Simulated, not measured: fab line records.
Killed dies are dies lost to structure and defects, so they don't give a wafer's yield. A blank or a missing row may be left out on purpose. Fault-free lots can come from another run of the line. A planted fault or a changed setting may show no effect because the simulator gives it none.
Split-lot study | flow n5Finfet | 7 lots, 21 wafers read, on a route of 1938 steps

== SPLIT DETAILS ==
At N5_BEOL_M9_EXPOSE_08 (exposes mask M9), the setting doseMj was moved away from the recipe's 53.75 on 9 of the 21 wafers read, by -6.7% to +7.3%. The other wafers ran this setting at the recipe's value.

== FROM THE SPLIT TO THE READING: what the file shows between them, 15 steps ==
- N5_BEOL_M9_PEB_09: peb time 60 s
- N5_BEOL_M9_DEVELOP_10: develop time 30 s
- N5_BEOL_M9_CD_MEAS_11: target cd 64.1 nm
- N5_BEOL_M9_STRIP_68: strips in N2/H2
- N5_BEOL_M9_STRIP_67: strips in CF4
- N5_BEOL_M9_HM_OPEN_17: chemistry Cl2/BCl3, target TiN, target depth 20 nm, overetch 6 nm
- N5_BEOL_M9_STRIP_19: strips in O2
- N5_BEOL_M9_CD_MEAS_18: pitch 140 nm, target cd 70 nm
- N5_BEOL_M9_COAT_63: time 60 s, resist thk 60 nm
- N5_BEOL_M9_COAT_64: time 60 s, resist thk 12 nm
- N5_BEOL_M9_STRIP_80: strips in N2/H2, time 10 s
- N5_BEOL_M9_HM_STRIP_39: strips TiN in peroxide tin strip, target depth 25 nm, time 158 s
- N5_BEOL_M9_SRD_40: time 30 s
- N5_BEOL_M9_PRECLEAN_42: cleans in residue remover, time 60 s
- N5_BEOL_M9_SRD_43: time 30 s

== THE READING ==
cdNm, in nm, at N5_BEOL_M9_CD_MEAS_35 (target cd 70 nm, target cd y 40 nm). A value of 70.2 nm with a standard deviation of 0.69 nm is what fault-free wafers of this fab line usually give.

wafer  | tool, chamber at the split | doseMj as run | against the recipe | cdNm, nm | against lot-mates on the recipe
L076.1 | arfiScanner-03, 0          | 57.66         | +7.3%              | 74.3     | +4.1
L076.3 | arfiScanner-03, 0          | 57.66         | +7.3%              | 74.2     | +4.0
L076.5 | arfiScanner-03, 0          | 53.75         | recipe             | 70.2     | -
L088.2 | arfiScanner-01, 0          | 53.75         | recipe             | 70.7     | -
L088.3 | arfiScanner-01, 0          | 55.99         | +4.2%              | 72.2     | +1.5
L088.4 | arfiScanner-01, 0          | 55.99         | +4.2%              | 72.9     | +2.2
L089.2 | arfiScanner-01, 0          | 56.25         | +4.7%              | 72.1     | +1.9
L089.3 | arfiScanner-01, 0          | 53.75         | recipe             | 70.2     | -
L089.4 | arfiScanner-01, 0          | 56.25         | +4.7%              | 71.7     | +1.5
L091.1 | arfiScanner-01, 0          | 53.75         | recipe             | 70.1     | -
L091.4 | arfiScanner-01, 0          | 53.75         | recipe             | 69.9     | -
L091.6 | arfiScanner-01, 0          | 53.75         | recipe             | 70.2     | -
L092.1 | arfiScanner-01, 0          | 53.75         | recipe             | 69.8     | -
L092.3 | arfiScanner-01, 0          | 55.67         | +3.6%              | 71.9     | +2.1
L092.6 | arfiScanner-01, 0          | 55.67         | +3.6%              | 71.7     | +1.9
L095.1 | arfiScanner-02, 0          | 53.75         | recipe             | 70.2     | -
L095.4 | arfiScanner-02, 0          | 53.75         | recipe             | 70.7     | -
L095.6 | arfiScanner-02, 0          | 53.75         | recipe             | 70.5     | -
L096.1 | arfiScanner-02, 0          | 53.75         | recipe             | 68.9     | -
L096.3 | arfiScanner-02, 0          | 50.15         | -6.7%              | 66.7     | -2.3
L096.4 | arfiScanner-02, 0          | 53.75         | recipe             | 69.1     | -

THE FIT
A straight line over all 21 wafers: cdNm changes by +0.528 nm for each +1% of doseMj; r = +0.96; the points scatter about the line by 0.52 nm.
The same after taking each lot's own level away (the mean of its wafers on the recipe; 21 wafers): +0.46 nm for each +1%; r = +0.97; scatter 0.37 nm.
That fit puts the effect of the largest move of doseMj on the reading at 3.3 nm.
The lots' own levels span 69.00 to 70.70 nm, that is 2.5 times the standard deviation above.
So the slope is not independent of the lot-to-lot level: the two fits are not the same.
Check: for one of the wafers moved furthest among these (+7.3%), held out of the fit, the line's prediction against its lot-mates is +3.26 nm. Against them it came out at +4.1 nm.

== THE WHOLE CHAIN: every reading that the file lists as answering this split, in the file's order ==
step                  | what it does                                                      | reading                                                             | change (the file's fit)               | r (the file's)
N5_BEOL_M9_CD_MEAS_11 | target cd 64.1 nm                                                 | cdNm                                                                | +0.554 nm for each +1% of the setting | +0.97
N5_BEOL_M9_HM_OPEN_17 | chemistry Cl2/BCl3, target TiN, target depth 20 nm, overetch 6 nm | BEOL_M9.cdOffsetNm (the simulator's own value, which no gauge read) | +0.464 nm for each +1% of the setting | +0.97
N5_BEOL_M9_CD_MEAS_18 | pitch 140 nm, target cd 70 nm                                     | cdNm                                                                | +0.437 nm for each +1% of the setting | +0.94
N5_BEOL_M9_CD_MEAS_35 | target cd 70 nm, target cd y 40 nm                                | cdNm                                                                | +0.453 nm for each +1% of the setting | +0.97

== FILE'S OWN FIT ==
cdNm changes by +0.453 nm for each +1% of doseMj, r = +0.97.
